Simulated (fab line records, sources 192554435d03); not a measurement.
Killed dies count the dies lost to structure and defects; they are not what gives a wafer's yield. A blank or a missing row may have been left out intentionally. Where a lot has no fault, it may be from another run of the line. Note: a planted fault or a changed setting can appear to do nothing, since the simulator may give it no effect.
Which tool is to blame? ; flow n5_finfet ; Sampling: 24 lots, 72 wafers, 4 of 1938 route steps

== WHAT THE GAUGES READ, wafer by wafer ==
N5_BEOL_M5_INSPECT_58: inspects for defects (darkfield). Usual: raw_defect_count 75, standard deviation 24.
lot;measured;on;raw_defect_count;flag
L074;day 8 20:31;defect_inspect-02;85 104 84;
L075;day 9 00:40;defect_inspect-01;65 83 51;
L076;day 10 01:27;defect_inspect-01;52 51 75;
L078;day 10 01:48;defect_inspect-01;70 51 60;
L081;day 10 06:57;defect_inspect-02;77 77 66;
L079;day 10 12:26;defect_inspect-02;65 105 103;
L080;day 10 14:29;defect_inspect-01;130 89 60;
L077;day 10 14:31;defect_inspect-02;130 81 91;
L082;day 10 19:25;defect_inspect-01;51 72 55;
L083;day 10 22:16;defect_inspect-01;81 124 98;
L084;day 11 05:20;defect_inspect-02;71 124 66;
L085;day 11 16:24;defect_inspect-01;65 37 43;
L086;day 12 00:49;defect_inspect-02;38 63 56;
L087;day 12 03:17;defect_inspect-01;95 44 69;
L088;day 12 17:47;defect_inspect-02;72 72 50;
L091;day 12 18:58;defect_inspect-01;79 66 67;
L089;day 13 00:03;defect_inspect-02;77 82 75;
L090;day 13 05:31;defect_inspect-02;45 63 46;
L093;day 13 11:25;defect_inspect-01;37 72 61;
L092;day 13 15:50;defect_inspect-01;58 72 54;
L094;day 13 16:08;defect_inspect-02;76 108 64;
L095;day 14 08:56;defect_inspect-02;93 80 79;
L097;day 14 15:13;defect_inspect-01;84 83 59;
L096;day 14 15:17;defect_inspect-02;42 64 63;

N5_BEOL_M6_CD_MEAS_28: the cd target is 40 nm. Usual: cd_nm 39.83 nm, standard deviation 0.22.
lot;measured;on;cd_nm (nm);flag
L074;day 9 00:19;cd_sem-03;39.85 39.95 40.22;
L075;day 9 03:34;cd_sem-03;39.23 40.00 39.72;
L076;day 10 05:44;cd_sem-02;39.70 39.98 39.92;
L078;day 10 05:55;cd_sem-03;39.72 39.67 39.95;
L081;day 10 11:23;cd_sem-03;39.98 39.73 39.82;
L079;day 10 17:47;cd_sem-03;39.75 39.46 39.62;
L080;day 10 21:47;cd_sem-01;39.72 39.59 39.50;
L077;day 10 21:53;cd_sem-03;39.71 40.10 39.89;
L082;day 11 03:27;cd_sem-01;39.61 39.50 39.58;
L083;day 11 03:29;cd_sem-03;39.48 40.01 39.88;
L084;day 11 08:30;cd_sem-02;39.84 39.69 40.07;
L085;day 11 20:41;cd_sem-01;40.21 39.74 39.74;
L086;day 12 06:46;cd_sem-03;40.35 39.72 40.05;
L087;day 12 06:49;cd_sem-01;39.91 39.98 40.19;
L088;day 12 21:04;cd_sem-03;39.91 39.76 39.84;
L091;day 13 00:55;cd_sem-01;39.86 39.97 39.96;
L089;day 13 03:56;cd_sem-02;40.13 39.69 39.78;
L090;day 13 14:02;cd_sem-02;39.59 40.20 40.12;
L093;day 13 14:18;cd_sem-01;39.67 39.78 39.92;
L092;day 13 18:10;cd_sem-01;39.72 40.31 39.85;
L094;day 13 20:20;cd_sem-02;39.46 40.24 39.56;
L095;day 14 17:01;cd_sem-01;39.84 39.69 39.92;
L097;day 14 22:30;cd_sem-01;39.64 39.30 39.83;
L096;day 14 22:33;cd_sem-02;39.82 39.91 39.80;

== TOOL THAT RAN EACH LOT (tool first, then ch and the chambers of the sampled wafers, then the start) ==
lot;N5_BEOL_M5_SURFACE_TREAT_87;N5_BEOL_M5_ANNEAL_89
L074;pvd_sputter-03, day 8 14:30;pvd_sputter-02, day 8 18:25
L075;pvd_sputter-01, day 8 18:49;pvd_sputter-01, day 8 22:34
L076;pvd_sputter-01, day 9 19:25;pvd_sputter-01, day 9 23:11
L078;pvd_sputter-02, day 9 20:03;pvd_sputter-02, day 9 23:41
L081;pvd_sputter-02, day 10 01:17;pvd_sputter-01, day 10 04:51
L079;pvd_sputter-01, day 10 06:42;pvd_sputter-03, day 10 10:20
L080;pvd_sputter-02, day 10 08:32;pvd_sputter-02, day 10 12:06
L077;pvd_sputter-02, day 10 08:37;pvd_sputter-01, day 10 12:19
L082;pvd_sputter-03, day 10 13:40;pvd_sputter-01, day 10 17:20
L083;pvd_sputter-02, day 10 16:22;pvd_sputter-02, day 10 20:10
L084;pvd_sputter-03, day 10 23:38;pvd_sputter-01, day 11 03:16
L085;pvd_sputter-03, day 11 10:39;pvd_sputter-03, day 11 14:17
L086;pvd_sputter-01, day 11 18:56;pvd_sputter-02, day 11 22:41
L087;pvd_sputter-01, day 11 21:25;pvd_sputter-01, day 12 01:12
L088;pvd_sputter-01, day 12 12:02;pvd_sputter-01, day 12 15:42
L091;pvd_sputter-02, day 12 13:14;pvd_sputter-03, day 12 16:48
L089;pvd_sputter-01, day 12 18:21;pvd_sputter-01, day 12 21:57
L090;pvd_sputter-01, day 12 23:34;pvd_sputter-01, day 13 03:25
L093;pvd_sputter-03, day 13 05:35;pvd_sputter-03, day 13 09:20
L092;pvd_sputter-01, day 13 10:11;pvd_sputter-03, day 13 13:45
L094;pvd_sputter-02, day 13 10:23;pvd_sputter-02, day 13 14:01
L095;pvd_sputter-03, day 14 03:07;pvd_sputter-03, day 14 06:49
L097;pvd_sputter-01, day 14 08:19;pvd_sputter-03, day 14 11:57
L096;pvd_sputter-01, day 14 09:22;pvd_sputter-01, day 14 13:02
- N5_BEOL_M5_SURFACE_TREAT_87
- N5_BEOL_M5_ANNEAL_89: time 1800 s.

== WHAT THE TOOLS THEMSELVES READ (means of the sampled wafers that have a number; where no wafer has one, the mark that the record gives instead) ==
N5_BEOL_M5_ANNEAL_89. Usual: heater_power_w 844 W, standard deviation 96; susceptor_temp_C 399.99 C, standard deviation 0.22.
lot;tool;heater_power_w (W);susceptor_temp_C (C);flag
L074;pvd_sputter-02;845;399.96;
L075;pvd_sputter-01;858;400.01;
L076;pvd_sputter-01;869;399.94;
L078;pvd_sputter-02;938;400.15;
L081;pvd_sputter-01;857;399.81;
L079;pvd_sputter-03;727;400.14;
L080;pvd_sputter-02;921;400.06;
L077;pvd_sputter-01;807;400.02;
L082;pvd_sputter-01;894;400.07;
L083;pvd_sputter-02;1010;400.29;
L084;pvd_sputter-01;827;399.84;
L085;pvd_sputter-03;722;399.91;
L086;pvd_sputter-02;865;399.91;
L087;pvd_sputter-01;865;399.80;
L088;pvd_sputter-01;821;399.76;
L091;pvd_sputter-03;877;400.13;
L089;pvd_sputter-01;869;399.95;
L090;pvd_sputter-01;872;399.96;
L093;pvd_sputter-03;859;399.92;
L092;pvd_sputter-03;782;400.13;
L094;pvd_sputter-02;777;399.94;
L095;pvd_sputter-03;733;400.21;
L097;pvd_sputter-03;804;400.27;
L096;pvd_sputter-01;870;400.10;

== THE ANSWER, worked out from the rows above alone ==
Rule: a lot is off if the mean of its wafers that have a number lies more than 3 standard deviations from the usual mean. Also off: a lot with no number at a reading for which 4 or more lots have one. The other lots that the step has rows for count as sound. Order of review: gauges by route order, followed by the tools' own readings, for which a lot's mean as printed above is used. The first step at which some lot is off is used, and at that step the reading that is off furthest; a lot without a number counts as furthest.
No lot is off on any of the readings shown, so nothing can be concluded from this.

== WHAT THE SIMULATOR HAD INSERTED ==
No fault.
